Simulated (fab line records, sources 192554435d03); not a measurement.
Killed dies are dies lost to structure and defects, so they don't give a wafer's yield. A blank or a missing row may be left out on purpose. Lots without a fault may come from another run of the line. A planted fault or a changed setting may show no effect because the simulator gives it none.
fab line records | flow n5_finfet
record lots=7 wafers=21
route steps=1938 shown BEOL_M0_SAQP@683 BEOL_M0@715 BEOL_M1@797 BEOL_M2@843 BEOL_M3@950
start_h: hours from the record's first day to the start of the lot's first wafer shown | wait_h: hours since the lot's step before | " the same as in the row above | L1.1+2: a row that stands for several wafers | - no value, or no start given | * or withheld: withheld | < > ~ a bound
route shown NAME@n: a module of which the file shows steps, and the number in the route of the first | usual: mean/standard deviation of fault-free wafers | same: alike in all rows | chamber/n: place in a boat | sites: the reading at each site | _std_site: their standard deviation | _edge_site: outer sites' mean less inner sites' | radius_mm: how far each site lies from the wafer's centre | mask NAME#n: copy n | behind: the tool/chamber that last shaped the wafer | hold: why the lot was held/for how many hours/how that ended | device: the transistor (n, p or np) that didn't switch | end of line: the same wafers' tests at the end of the route | a step without rows: its recipe alone | killed: dies lost to structure and defects at the first sort, not the wafer's yield | map: a wafer's dies, x killed, . not, _ none there
set.NAME: the setting as run; set.NAME@STEP: as run at that earlier step | model.NAME: the simulator's own value behind a step, which no gauge read
lots whose settings were changed on purpose; a table a step, a row a wafer
## steps
# step N5_BEOL_M0_SAQP_COAT_34
# recipe resist=CAR-EUV spin_rpm=1500 resist_thk_nm=30
# columns lot.wafer tool chamber start_h wait_h set.spin_rpm model.CAR-EUV_of_BEOL_M0_SAQP_COAT_34.thk_nm
L078.2+5+6 litho_track-03 0 - - 1500 30
L081.1 litho_track-02 0 - - 1450 30.6
L081.4+5 " 0 " " 1500 30
L083.1 litho_track-03 0 - - 1500 29.8
L083.2+3 " 0 " " 1500 30
L088.4 litho_track-02 0 - - 1500 30
L088.5+6 " 0 " " 1549 29.6
L089.2+5 litho_track-03 0 - - 1500 30
L089.3 " 0 " " 1500 30.2
L090.1+4 litho_track-03 0 - - 1500 30
L090.2 " 0 " " 1575 29.4
L093.1+2 litho_track-03 0 - - 1500 29.8
L093.6 " 0 " " 1334 31.6
# step N5_BEOL_M0_SAQP_EBR_36
# recipe solvent=PGMEA ebr_width_mm=1.5
# step N5_BEOL_M0_SAQP_SOFTBAKE_35
# recipe temp_c=110 time_s=60 resist=CAR-EUV
# step N5_BEOL_M0_SAQP_EXPOSE_37
# recipe mask_id=M0_CUT1 na=0.33 source_shape=annular sigma_inner=0.35 sigma_outer=0.8 polarization=unpolarized target_cd_nm=30 dose_mj=44.75
# step N5_BEOL_M0_SAQP_PEB_38
# recipe peb_temp_c=100 peb_time_s=60 resist=CAR-EUV
# step N5_BEOL_M0_SAQP_DEVELOP_39
# recipe develop_time_s=30 developer=TMAH resist=CAR-EUV rinse_liquid=surfactant_rinse dry=air_spin dev_temp_c=23
# columns lot.wafer tool chamber start_h wait_h set.spin_rpm@BEOL_M0_SAQP_COAT_34 model.CAR-EUV_of_BEOL_M0_SAQP_COAT_34.thk_nm
L078.2+5 litho_track-02 0 - - 1500 29.6
L078.6 " 0 " " 1500 29.4
L081.1 litho_track-03 0 - - 1450 30.2
L081.4+5 " 0 " " 1500 29.6
L083.1 litho_track-02 0 - - 1500 29.4
L083.2+3 " 0 " " 1500 29.6
L088.4 litho_track-02 0 - - 1500 29.6
L088.5+6 " 0 " " 1549 29.2
L089.2 litho_track-02 0 - - 1500 29.6
L089.3 " 0 " " 1500 29.8
L089.5 " 0 " " 1500 29.4
L090.1+4 litho_track-03 0 - - 1500 29.6
L090.2 " 0 " " 1575 28.8
L093.1+2 litho_track-01 0 - - 1500 29.4
L093.6 " 0 " " 1334 31.2
# step N5_BEOL_M0_SAQP_DESCUM_45
# recipe chemistry=O2 time_s=7 source_power_w=50 bias_power_w=20 pressure_mtorr=20 rf_frequency_hz=2.712e+07 temp_c=40 resist=CAR-EUV o2_flow_sccm=225
# columns lot.wafer tool chamber start_h wait_h set.spin_rpm@BEOL_M0_SAQP_COAT_34 model.CAR-EUV_of_BEOL_M0_SAQP_COAT_34.thk_nm
L078.2+5+6 rie_diel-04 2,0,1 145.92 0.0 1500 26
L081.1 rie_diel-03 1 156.67 0.0 1450 26.6
L081.4 " 2 " " 1500 26.2
L081.5 " 3 " " 1500 26
L083.1+3 rie_diel-03 0,3 163.42 0.2 1500 26
L083.2 " 1 " " 1500 26.2
L088.4 rie_diel-02 1 193.77 0.1 1500 26
L088.5+6 " 0,2 " " 1549 25.6
L089.2+3 rie_diel-04 2,0 205.63 0.0 1500 26.2
L089.5 " 1 " " 1500 26
L090.1 rie_diel-03 1 213.35 0.0 1500 26
L090.2 " 3 " " 1575 25.4
L090.4 " 2 " " 1500 26.2
L093.1+2 rie_diel-02 1,0 228.69 0.2 1500 25.8
L093.6 " 1 " " 1334 27.8
# step N5_BEOL_M0_ETCH_138
# recipe chemistry=CH3F/O2 target_depth_a=120 target=SiCN time_s=31.6 ion_energy_ev=120 pressure_mtorr=30 source_w=395 bias_w=75 Ar_flow_sccm=150 CH3F_flow_sccm=30 O2_flow_sccm=20 ends=cleared
# usual rf_vpp_V=297.2/2
# columns lot.wafer tool chamber start_h wait_h set.bias_w set.target_thk_a@BEOL_M0_SAQP_SPACER2_ALD_26 rf_vpp_V model.SiO2_of_BEOL_M0_SAQP_SPACER2_ALD_26.thk_nm
L078.2 rie_diel-05 0 147.43 0.0 75 150 294.2 5.2
L078.5 " 2 " " 75 150 295.2 5.2
L078.6 " 0 " " 75 150 293.6 5.2
L081.1 rie_diel-01 2 158.35 0.0 75 150 298.0 5.2
L081.4 " 3 " " 86.57 150 324.4 5.2
L081.5 " 1 " " 86.57 150 324.7 5.2
L083.1 rie_diel-05 3 164.89 0.0 75 150 297.8 5.4
L083.2 " 0 " " 70 143.7 280.7 4.6
L083.3 " 2 " " 75 150 295.2 5.2
L088.4 rie_diel-06 1 195.95 0.0 86.93 150 326.6 4.8
L088.5 " 2 " " 75 141.2 294.6 4.2
L088.6 " 3 " " 86.93 150 326.7 5
L089.2 rie_diel-05 0 207.20 0.0 75 150 294.6 5.2
L089.3 " 1 " " 80.06 156.5 312.6 5.8
L089.5 " 0 " " 80.06 156.5 307.0 5.8
L090.1 rie_diel-06 2 215.53 0.0 75 161.6 293.6 6.2
L090.2 " 0 " " 75 150 300.0 5.4
L090.4 " 2 " " 70 161.6 282.3 6.4
L093.1 rie_diel-05 0 230.31 0.0 75 150 295.0 5.2
L093.2 " 3 " " 75 142.2 297.7 4.4
L093.6 " 3 " " 75 150 296.2 5.4
# step N5_BEOL_M0_HM_OPEN_105
# recipe chemistry=Cl2/BCl3 target_depth_a=120 target=TiN ion_energy_ev=150 pressure_mtorr=10 icp_w=1000 bias_w=126 Cl2_flow_sccm=53.25 bcl3_flow_sccm=21.75 Ar_flow_sccm=25
# columns lot.wafer tool chamber start_h wait_h set.target_thk_a@BEOL_M0_SAQP_SPACER2_ALD_26 model.SiO2_of_BEOL_M0_SAQP_SPACER2_ALD_26.thk_nm
L078.2+5+6 rie_metal-03 0 147.58 0.1 150 2.8
L081.1+4+5 rie_metal-02 1,0,0 160.00 1.6 150 2.8
L083.1+3 rie_metal-02 0 171.84 6.9 150 2.8
L083.2 " 1 " " 143.7 2.2
L088.4 rie_metal-03 0 198.83 2.8 150 2.4
L088.5 " 1 " " 141.2 2
L088.6 " 0 " " 150 2.6
L089.2 rie_metal-03 0 207.43 0.2 150 2.8
L089.3+5 " 1 " " 156.5 3.4
L090.1 rie_metal-02 1 216.76 1.2 161.6 3.8
L090.2 " 0 " " 150 3
L090.4 " 0 " " 161.6 4
L093.1+6 rie_metal-03 0 232.67 2.3 150 2.8
L093.2 " 1 " " 142.2 2.2
# step N5_BEOL_M0_ETCH_109
# recipe chemistry=CH3F/O2 target_depth_a=80 overetch_a=24 target=SiCN time_s=27.4 ion_energy_ev=120 pressure_mtorr=30 source_w=395 bias_w=75 Ar_flow_sccm=150 CH3F_flow_sccm=30 O2_flow_sccm=20
# usual rf_vpp_V=297.0/2.1
# columns lot.wafer tool chamber start_h wait_h set.bias_w rf_vpp_V
L078.2 rie_diel-01 1 148.84 0.6 75 297.8
L078.5 " 0 " " 75 299.0
L078.6 " 3 " " 75 297.7
L081.1 rie_diel-05 3 160.75 0.2 62.74 265.7
L081.4 " 0 " " 75 293.1
L081.5 " 1 " " 62.74 268.2
L083.1 rie_diel-01 0 172.59 0.0 75 298.9
L083.2 " 2 " " 75 299.5
L083.3 " 1 " " 75 296.5
L088.4 rie_diel-06 0 199.35 0.0 83.24 318.5
L088.5 " 1 " " 83.24 317.0
L088.6 " 0 " " 75 298.0
L089.2 rie_diel-06 1 208.31 0.0 75 296.7
L089.3 " 3 " " 75 299.9
L089.5 " 2 " " 75 295.2
L090.1 rie_diel-06 2 217.73 0.0 75 296.6
L090.2 " 3 " " 75 298.5
L090.4 " 0 " " 63.1 267.5
L093.1 rie_diel-06 3 233.36 0.1 75 299.5
L093.2 " 2 " " 75 295.9
L093.6 " 2 " " 75 294.1
# step N5_BEOL_M1_VIA_ETCH_34
# recipe chemistry=C4F6/O2 target_depth_a=678 mask_material=SOC pressure_mtorr=15 ion_energy_ev=250 taper_deg=4 time_s=64.4 source_w=350 bias_w=170 Ar_flow_sccm=300 C4F6_flow_sccm=10 O2_flow_sccm=10
# columns lot.wafer tool chamber start_h wait_h set.time_s model.etch.depth_nm model.SOC_of_BEOL_M1_COAT_67.thk_nm
L078.2 rie_diel-03 1 162.80 0.0 64.4 66.36 52
L078.5 " 3 " " 64.4 66.89 52
L078.6 " 2 " " 64.4 66.86 51.8
L081.1 rie_diel-02 3 175.26 0.0 64.4 67.87 51.8
L081.4 " 0 " " 64.4 67.59 52.2
L081.5 " 0 " " 64.4 67.16 52.2
L083.1 rie_diel-04 2 179.75 0.0 64.4 67.84 51.8
L083.2 " 1 " " 64.4 66 52
L083.3 " 0 " " 73.98 76.07 50.8
L088.4 rie_diel-04 3 207.76 0.0 64.4 70.33 52
L088.5 " 1 " " 64.4 66.14 52.6
L088.6 " 0 " " 64.4 66.95 52.4
L089.2 rie_diel-04 2 221.60 0.0 73.42 77.76 51.2
L089.3 " 0 " " 73.42 76.03 51.6
L089.5 " 3 " " 64.4 70.48 52.2
L090.1 rie_diel-03 1 227.85 0.0 52.95 53.98 53.6
L090.2 " 2 " " 64.4 65.64 52.2
L090.4 " 3 " " 64.4 66.79 52
L093.1 rie_diel-03 0 242.30 0.0 64.4 66.44 52.2
L093.2 " 1 " " 77.12 79.72 50.4
L093.6 " 1 " " 64.4 66.78 51.6
# step N5_BEOL_M1_TRENCH_ETCH_37
# recipe chemistry=C4F6/O2 target_depth_a=552.07 target=SiOC time_s=29 ion_energy_ev=250 pressure_mtorr=30 source_w=355 bias_w=185 Ar_flow_sccm=300 C4F6_flow_sccm=10 O2_flow_sccm=10
# columns lot.wafer tool chamber start_h wait_h set.time_s model.BEOL_M1.feature_depth_nm model.etch.depth_nm
L078.2 rie_diel-03 1 - - 29 54.2 54.2
L078.5 " 3 " " 29 55.4 55.34
L078.6 " 2 " " 29 53.8 53.82
L081.1 rie_diel-02 3 - - 29 55.2 55.28
L081.4 " 0 " " 29 54.8 54.84
L081.5 " 0 " " 29 54.6 54.52
L083.1 rie_diel-04 2 - - 33 63.6 63.61
L083.2 " 1 " " 29 54.4 54.38
L083.3 " 0 " " 33 61.8 61.86
L088.4 rie_diel-04 3 - - 32.34 64.4 64.43
L088.5 " 1 " " 32.34 60.2 60.24
L088.6 " 0 " " 29 54.4 54.32
L089.2 rie_diel-04 2 - - 24.5 46.6 46.51
L089.3 " 0 " " 29 54 53.99
L089.5 " 3 " " 24.5 48.8 48.75
L090.1 rie_diel-03 1 - - 29 53.2 53.29
L090.2 " 2 " " 24.55 45.8 45.76
L090.4 " 3 " " 24.55 46.4 46.4
L093.1 rie_diel-03 0 - - 33.83 63.6 63.52
L093.2 " 1 " " 29 54.4 54.45
L093.6 " 1 " " 29 53.8 53.82
# step N5_BEOL_M1_ETCH_41
# recipe chemistry=CH3F/O2 target=SiCN target_depth_a=319 taper_deg=2 time_s=57.8 ion_energy_ev=120 mask_material=TiN pressure_mtorr=30 source_w=395 bias_w=75 Ar_flow_sccm=150 CH3F_flow_sccm=30 O2_flow_sccm=20
# step N5_BEOL_M1_STRIP_97
# recipe chemistry=N2/H2 time_s=10 power_w=450 temp_c=40 pressure_mtorr=20 rf_frequency_hz=6e+07 bias_power_w=7 n2_flow_sccm=200 h2_flow_sccm=200
# step N5_BEOL_M1_OCD_MEAS_38
# usual trench_depth_nm=54.8/0.97
# columns lot.wafer tool chamber start_h wait_h set.time_s@BEOL_M1_TRENCH_ETCH_37 trench_depth_nm
L078.2 ocd-02 - 163.06 - 29 54.1
L078.5 " - " " 29 55.5
L078.6 " - " " 29 53.6
L081.1 ocd-02 - 175.52 - 29 55.8
L081.4 " - " " 29 54.6
L081.5 " - " " 29 54.1
L083.1 ocd-01 - 180.01 - 33 63.8
L083.2 " - " " 29 54.1
L083.3 " - " " 33 62.1
L088.4 ocd-02 - 208.02 - 32.34 64.1
L088.5 " - " " 32.34 60.3
L088.6 " - " " 29 54.4
L089.2 ocd-02 - 221.86 - 24.5 46.5
L089.3 " - " " 29 54.3
L089.5 " - " " 24.5 48.6
L090.1 ocd-02 - 228.11 - 29 53.0
L090.2 " - " " 24.55 46.2
L090.4 " - " " 24.55 46.0
L093.1 ocd-02 - 242.57 - 33.83 63.4
L093.2 " - " " 29 54.1
L093.6 " - " " 29 54.1
# step N5_BEOL_M2_PECVD_72
# recipe material=SiO2 target_thk_a=160 temp_c=400 precursor=TEOS/O2 pressure_torr=5.5 rf_w=450 teos_flow_sccm=53.8 gas=O2 flow_sccm=3000 time_s=18
# columns lot.wafer tool chamber start_h wait_h set.temp_c model.SiO2_of_BEOL_M2_PECVD_72.thk_nm
L078.2 pecvd-04 1 167.00 0.0 400 16.2
L078.5 " 0 " " 400 16.4
L078.6 " 1 " " 400 16.6
L081.1 pecvd-03 2 179.60 0.0 387.1 17
L081.4 " 1 " " 387.1 17.8
L081.5 " 2 " " 400 16
L083.1 pecvd-03 0 184.38 0.0 400 16
L083.2 " 2 " " 412.9 14.4
L083.3 " 1 " " 412.9 14.8
L088.4 pecvd-01 1 213.96 0.1 400 16.2
L088.5+6 " 1,0 " " 400 16
L089.2+5 pecvd-03 1,2 226.11 0.0 400 16
L089.3 " 2 " " 400 15.8
L090.1+4 pecvd-03 1,2 234.18 0.0 400 16
L090.2 " 2 " " 400 15.8
L093.1 pecvd-04 2 248.28 0.0 400 15.4
L093.2 " 1 " " 400 15.8
L093.6 " 2 " " 392.8 16.6
# step N5_BEOL_M2_ETCH_69
# recipe chemistry=CF4 target=SiARC target_depth_a=156 mask_material=CAR-EUV time_s=26 ion_energy_ev=80 pressure_mtorr=40 source_w=545 bias_w=36 Ar_flow_sccm=100 cf4_flow_sccm=100 ends=cleared
# usual rf_vpp_V=184.0/1.3
# columns lot.wafer tool chamber start_h wait_h set.bias_w rf_vpp_V
L078.2 rie_diel-01 3 170.53 0.0 36 184.5
L078.5 " 1 " " 36 183.0
L078.6 " 2 " " 36 183.9
L081.1 rie_diel-05 0 181.65 0.0 30.71 164.0
L081.4 " 3 " " 36 183.4
L081.5 " 0 " " 30.71 163.5
L083.1 rie_diel-05 3 186.83 0.0 36 184.3
L083.2 " 1 " " 39.59 197.0
L083.3 " 2 " " 39.59 195.0
L088.4 rie_diel-01 0 218.93 0.0 40.06 197.1
L088.5 " 3 " " 36 182.7
L088.6 " 0 " " 40.06 198.1
L089.2 rie_diel-01 0 229.70 0.0 36 183.3
L089.3 " 1 " " 36 185.7
L089.5 " 3 " " 37.92 189.9
L090.1 rie_diel-06 0 238.34 0.0 36 185.4
L090.2 " 2 " " 36 181.9
L090.4 " 1 " " 41.76 202.2
L093.1 rie_diel-05 3 250.61 0.0 40.98 199.7
L093.2 " 2 " " 40.98 201.6
L093.6 " 2 " " 36 185.5
# step N5_BEOL_M2_VIA_ETCH_34
# recipe chemistry=C4F6/O2 target_depth_a=694 mask_material=SOC pressure_mtorr=15 ion_energy_ev=250 taper_deg=4 time_s=65.9 source_w=350 bias_w=170 Ar_flow_sccm=300 C4F6_flow_sccm=10 O2_flow_sccm=10
# columns lot.wafer tool chamber start_h wait_h set.time_s model.etch.depth_nm model.SOC_of_BEOL_M2_COAT_67.thk_nm
L078.2 rie_diel-06 0 172.15 0.0 65.9 66.8 52.2
L078.5 " 0 " " 65.9 67.71 52
L078.6 " 1 " " 65.9 69.49 51.8
L081.1 rie_diel-05 3 183.19 0.0 62.13 64.81 52.2
L081.4 " 0 " " 62.13 64.94 52.4
L081.5 " 2 " " 65.9 67.55 52
L083.1 rie_diel-05 2 187.94 0.0 69.94 71.91 51.6
L083.2 " 0 " " 69.94 73.5 51.6
L083.3 " 3 " " 65.9 68.65 51.8
L088.4 rie_diel-01 1 224.85 0.0 65.9 66.42 51.8
L088.5 " 1 " " 65.9 66.56 52.2
L088.6 " 0 " " 65.9 67.87 51.8
L089.2 rie_diel-06 3 232.96 0.0 79.27 82.79 49.6
L089.3 " 2 " " 79.27 82.5 49.8
L089.5 " 0 " " 65.9 67 51.4
L090.1 rie_diel-06 1 242.47 0.0 65.9 71.23 51.4
L090.2 " 3 " " 57.83 60.56 52.8
L090.4 " 0 " " 65.9 67.77 52
L093.1 rie_diel-01 0 253.49 0.0 65.9 68.27 51.8
L093.2 " 1 " " 65.9 65.99 52.2
L093.6 " 0 " " 65.9 67.71 52
# step N5_BEOL_M2_STRIP_83
# recipe chemistry=C4F6/O2 resist=SiARC rf_frequency_hz=6e+07
# step N5_BEOL_M2_STRIP_36
# recipe chemistry=N2/H2 power_w=450 temp_c=40 pressure_mtorr=20 rf_frequency_hz=6e+07 overash_fraction=0.3 bias_power_w=7 h2_frac=0.5 n2_flow_sccm=200 h2_flow_sccm=200
# step N5_BEOL_M2_STRIP_97
# recipe chemistry=N2/H2 time_s=10 power_w=450 temp_c=40 pressure_mtorr=20 rf_frequency_hz=6e+07 bias_power_w=7 n2_flow_sccm=200 h2_flow_sccm=200
# step N5_BEOL_M2_HM_STRIP_39
# recipe chemistry=peroxide_tin_strip material=TiN target_depth_a=250 temp_c=50 time_s=158
# columns lot.wafer tool chamber start_h wait_h set.temp_c@BEOL_M2_PECVD_72 model.SiO2_of_BEOL_M2_PECVD_72.thk_nm
L078.2 wet_bench-01 4 172.43 0.0 400 16.2
L078.5+6 " 1,2 " " 400 16.4
L081.1 wet_bench-01 3 183.48 0.0 387.1 17
L081.4 " 5 " " 387.1 17.6
L081.5 " 4 " " 400 15.8
L083.1 wet_bench-04 1 188.33 0.1 400 15.8
L083.2 " 0 " " 412.9 14.2
L083.3 " 2 " " 412.9 14.6
L088.4 wet_bench-06 4 225.13 0.0 400 16
L088.5+6 " 5,1 " " 400 15.8
L089.2+5 wet_bench-04 3,1 233.24 0.0 400 16
L089.3 " 7 " " 400 15.6
L090.1+4 wet_bench-01 5,2 242.76 0.0 400 15.8
L090.2 " 7 " " 400 15.6
L093.1 wet_bench-04 1 253.78 0.0 400 15.2
L093.2 " 6 " " 400 15.6
L093.6 " 0 " " 392.8 16.6
# step N5_BEOL_M3_ETCH_64
# recipe chemistry=N2/H2 target=SOC target_depth_a=750 overetch_a=150 mask_material=SiARC temp_c=40 time_s=112.5 ion_energy_ev=200 pressure_mtorr=30 source_w=840 bias_w=150 n2_flow_sccm=200 h2_flow_sccm=200
# columns lot.wafer tool chamber start_h wait_h set.time_s model.SiARC_of_BEOL_M3_COAT_62.thk_nm
L078.2+6 rie_diel-04 0,1 179.47 0.0 112.5 6.8
L078.5 " 2 " " 112.5 6.6
L081.1+5 rie_diel-03 2 188.94 0.0 112.5 7
L081.4 " 1 " " 112.5 7.2
L083.1+2 rie_diel-04 0,1 193.58 0.0 112.5 6.8
L083.3 " 2 " " 129.2 6
L088.4 rie_diel-03 0 233.63 0.0 133.4 6
L088.5 " 1 " " 112.5 7.2
L088.6 " 0 " " 133.4 6.2
L089.2 rie_diel-03 1 240.55 0.0 112.5 7.2
L089.3+5 " 0 " " 112.5 7
L090.1 rie_diel-02 2 248.02 0.0 130.6 5.8
L090.2 " 1 " " 112.5 6.8
L090.4 " 0 " " 130.6 6
L093.1+2 rie_diel-02 3,2 262.21 0.0 93.74 7.6
L093.6 " 2 " " 112.5 6.6
## key
split step=N5_BEOL_M0_SAQP_COAT_34 setting=spin_rpm stated=1500 by=wafer
response step=N5_BEOL_M0_SAQP_COAT_34 reading=model.CAR-EUV_of_BEOL_M0_SAQP_COAT_34.thk_nm change=-0.155 per=1% r=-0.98
response step=N5_BEOL_M0_SAQP_DEVELOP_39 reading=model.CAR-EUV_of_BEOL_M0_SAQP_COAT_34.thk_nm change=-0.161 per=1% r=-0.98
response step=N5_BEOL_M0_SAQP_DESCUM_45 reading=model.CAR-EUV_of_BEOL_M0_SAQP_COAT_34.thk_nm change=-0.169 per=1% r=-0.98
split step=N5_BEOL_M0_ETCH_138 setting=bias_w stated=75 by=wafer
response step=N5_BEOL_M0_ETCH_138 reading=rf_vpp_V change=+1.96 per=1% r=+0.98
split step=N5_BEOL_M0_ETCH_109 setting=bias_w stated=75 by=wafer
response step=N5_BEOL_M0_ETCH_109 reading=rf_vpp_V change=+1.75 per=1% r=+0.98
split step=N5_BEOL_M1_VIA_ETCH_34 setting=time_s stated=64.4 by=wafer
response step=N5_BEOL_M1_VIA_ETCH_34 reading=model.etch.depth_nm change=+0.625 per=1% r=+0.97
response step=N5_BEOL_M1_VIA_ETCH_34 reading=model.SOC_of_BEOL_M1_COAT_67.thk_nm change=-0.0746 per=1% r=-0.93
split step=N5_BEOL_M1_TRENCH_ETCH_37 setting=time_s stated=29 by=wafer
response step=N5_BEOL_M1_TRENCH_ETCH_37 reading=model.BEOL_M1.feature_depth_nm change=+0.53 per=1% r=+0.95
response step=N5_BEOL_M1_TRENCH_ETCH_37 reading=model.etch.depth_nm change=+0.532 per=1% r=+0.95
response step=N5_BEOL_M1_OCD_MEAS_38 reading=trench_depth_nm change=+0.536 per=1% r=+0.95
split step=N5_BEOL_M2_PECVD_72 setting=temp_c stated=400 by=wafer
response step=N5_BEOL_M2_PECVD_72 reading=model.SiO2_of_BEOL_M2_PECVD_72.thk_nm change=-0.45 per=1% r=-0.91
response step=N5_BEOL_M2_HM_STRIP_39 reading=model.SiO2_of_BEOL_M2_PECVD_72.thk_nm change=-0.479 per=1% r=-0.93
split step=N5_BEOL_M2_ETCH_69 setting=bias_w stated=36 by=wafer
response step=N5_BEOL_M2_ETCH_69 reading=rf_vpp_V change=+1.21 per=1% r=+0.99
split step=N5_BEOL_M2_VIA_ETCH_34 setting=time_s stated=65.9 by=wafer
response step=N5_BEOL_M2_VIA_ETCH_34 reading=model.etch.depth_nm change=+0.739 per=1% r=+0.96
response step=N5_BEOL_M2_VIA_ETCH_34 reading=model.SOC_of_BEOL_M2_COAT_67.thk_nm change=-0.0806 per=1% r=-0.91
split step=N5_BEOL_M3_ETCH_64 setting=time_s stated=112.5 by=wafer
response step=N5_BEOL_M3_ETCH_64 reading=model.SiARC_of_BEOL_M3_COAT_62.thk_nm change=-0.0576 per=1% r=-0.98
split outside_this_file step=N5_BEOL_M0_SAQP_SPACER2_ALD_26 setting=target_thk_a
# split outside_this_file: this setting was split too, and the file shows its column; the key of that split is in another file
